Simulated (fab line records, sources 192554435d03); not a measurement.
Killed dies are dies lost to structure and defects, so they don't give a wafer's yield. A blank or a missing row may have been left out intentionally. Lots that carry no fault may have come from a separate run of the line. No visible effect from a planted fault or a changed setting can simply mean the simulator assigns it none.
A struck lot beside a sound one    flow n5-finfet    38 out of 1938 route steps
Sound: these wafers, L437.1, L437.2, L437.4. The struck wafers were L428.1, L428.2. At the end, the cause is stated.
At each step with rows: each side's tool, then ch and its chambers, then its first start. Under that, the readings that differ: sound wafers    struck wafers    difference of the means    sigmas: that difference in standard deviations of wafers without a fault.
alike: readings with means less than 2 such deviations apart, plus words and numbers identical on both sides. not compared: withheld readings, readings lacking a value on some wafer, bounds such as >300 that could conceal the same value, and numbers that have no deviation in the record and whose values overlap.
Wherever a step has rows on one side only, a row that says differs or no value, or a row with sigmas, the two part there. When numbers do not overlap yet have no deviation, they are printed without sigmas and do not part them. A reading that every wafer of one side lacks parts them only if that side has two wafers or more.

first, 9 steps without rows for these wafers: N5_BEOL_M0_ANNEAL_135 (time 60 s); N5_BEOL_M0_SPUTTER_141 (material Cu, target thk 4 nm, time 7.37 s); N5_BEOL_M0_ECD_118 (material Cu, target thk 300 nm); N5_BEOL_M0_ANNEAL_119 (time 90 s); N5_BEOL_M0_CMP_120 (polishes, stops on SiOC, t overpolish 6.9 s); N5_BEOL_M0_PRE_CLEAN_131 (time 15 s); N5_BEOL_M0_CO_CAP_123 (material Co, precursor CCTBA/H2, target thk 2 nm, time 102.1 s); N5_BEOL_M0_PRE_CLEAN_124 (time 15 s); N5_BEOL_M0_DEP_125 (deposits SiCN from 3MS/NH3, target thk 8 nm, time 14 s).
N5_BEOL_M1_ILD_DEP_00: deposits SiOC from DEMS/O2, target thk 79 nm, time 15.3 s.
  sound on pecvd-02 ch 0,1, day 11 14:14; struck on pecvd-01 ch 0,1, day 9 02:29
reading                                       sound         struck       difference  sigmas
model.SiOC_of_BEOL_M1_ILD_DEP_00.thk-nm (nm)  79 77.8 80.4  132.6 132.8  +53.6       
  alike: heater-power-w, showerhead-plenum-p-Torr, throttle-valve-pct
N5_BEOL_M1_THK_MEAS_01:
  sound: film-metro-02 at day 11 14:19; struck: film-metro-02 at day 9 02:34
reading          sound           struck       difference  sigmas
M1_ILD_THK (nm)  78.9 77.8 80.2  132.5 132.9  +53.7       +54
then, 24 steps without rows for these wafers: N5_BEOL_M1_PECVD_72 (deposits SiO2 from TEOS/O2, target thk 16 nm, time 18 s); N5_BEOL_M1_HM_DEP_02 (deposits TiN, target thk 20 nm); N5_BEOL_M1_COAT_61 (time 60 s, resist thk 60 nm); N5_BEOL_M1_COAT_62 (time 60 s, resist thk 12 nm); N5_BEOL_M1_COAT_73 (time 60 s, resist thk 5 nm); N5_BEOL_M1_COAT_05 (resist thk 30 nm); N5_BEOL_M1_EBR_07; N5_BEOL_M1_SOFTBAKE_06 (time 60 s); N5_BEOL_M1_EXPOSE_08 (exposes mask M1); N5_BEOL_M1_PEB_09 (peb time 60 s); N5_BEOL_M1_DEVELOP_10 (develop time 30 s); N5_BEOL_M1_DESCUM_16 (chemistry O2, time 7 s); N5_BEOL_M1_ETCH_74 (etches underlayer in N2/H2, target depth 6.5 nm, time 5.2 s); N5_BEOL_M1_ETCH_63 (etches SiARC in CF4, target depth 15.6 nm, time 26 s); N5_BEOL_M1_ETCH_64 (etches SOC in N2/H2, target depth 75 nm, overetch 15 nm, time 112.5 s); N5_BEOL_M1_STRIP_65 (strips in N2/H2); N5_BEOL_M1_STRIP_75 (strips in N2/H2); N5_BEOL_M1_STRIP_66 (strips in CF4); N5_BEOL_M1_HM_OPEN_17 (chemistry Cl2/BCl3, target TiN, target depth 20 nm, overetch 6 nm); N5_BEOL_M1_STRIP_19 (strips in O2); N5_BEOL_M1_COAT_67 (time 60 s, resist thk 60 nm); N5_BEOL_M1_COAT_68 (time 60 s, resist thk 12 nm); N5_BEOL_M1_COAT_76 (time 60 s, resist thk 5 nm); N5_BEOL_M1_COAT_22 (resist thk 30 nm).
N5_BEOL_M1_CMP_52: polishes, stops on SiOC, t overpolish 6.8 s, target thk 40 nm.
  sound on cmp-04 ch 1,2,3, day 12 05:16; struck on cmp-04 ch 0,2, day 9 21:38
reading                                       sound         struck       difference  sigmas
model.Cu_of_BEOL_M1_ECD_50.thk-nm (nm)        41.4 39.2 41  93 95.2      +54         
model.SiOC_of_BEOL_M1_ILD_DEP_00.thk-nm (nm)  78 76.8 79.4  131.6 131.8  +53.6       
  alike: motor-current-A, platen-rpm
N5_BEOL_M4_RC_MEAS_101:
  the record has rows for the sound wafers here (prober-01 ch 0, day 14 02:22) and none for the struck ones
-- the record jumps here: 7 days lie between the struck wafers' starts before and after (it left off in module BEOL_M4 and takes up again in module PASSIVATION, whose first step shown is number 1936 of the route) --
N5_PASSIVATION_PROBE_49:
  sound: prober-01 at day 19 10:38; struck: prober-01 at day 17 05:15
reading                   sound           struck     difference  sigmas
defect-limited-yield (%)  90.6 92.2 89.2  0 0        -91         -65
killed_at_M0_to_M3        36 27 28        1107 1105  +1076       +98
killed-dies               111 92 127      1180 1180  +1070       +67
killed-on-rim             17 12 16        152 152    +137        +33
sort_bin_5_function (%)   6.1 4.7 6.8     96.0 97.0  +90.6       +99 or more
sort-n-pass               1069 1088 1053  0 0        -1070       -51
sort-yield-pct (%)        90.6 92.2 89.2  0 0        -91         -50
  alike: killed_at_M4_up, killed-at-contacts, killed-at-front-end, killed-at-other, killed-open, killed-short, sort_bin_6_memory, sort_bin_8_speed

## WHERE THEY PART
First at N5_BEOL_M1_THK_MEAS_01; last, within this record, at N5_PASSIVATION_PROBE_49.

WHY: what had been put in by the simulator
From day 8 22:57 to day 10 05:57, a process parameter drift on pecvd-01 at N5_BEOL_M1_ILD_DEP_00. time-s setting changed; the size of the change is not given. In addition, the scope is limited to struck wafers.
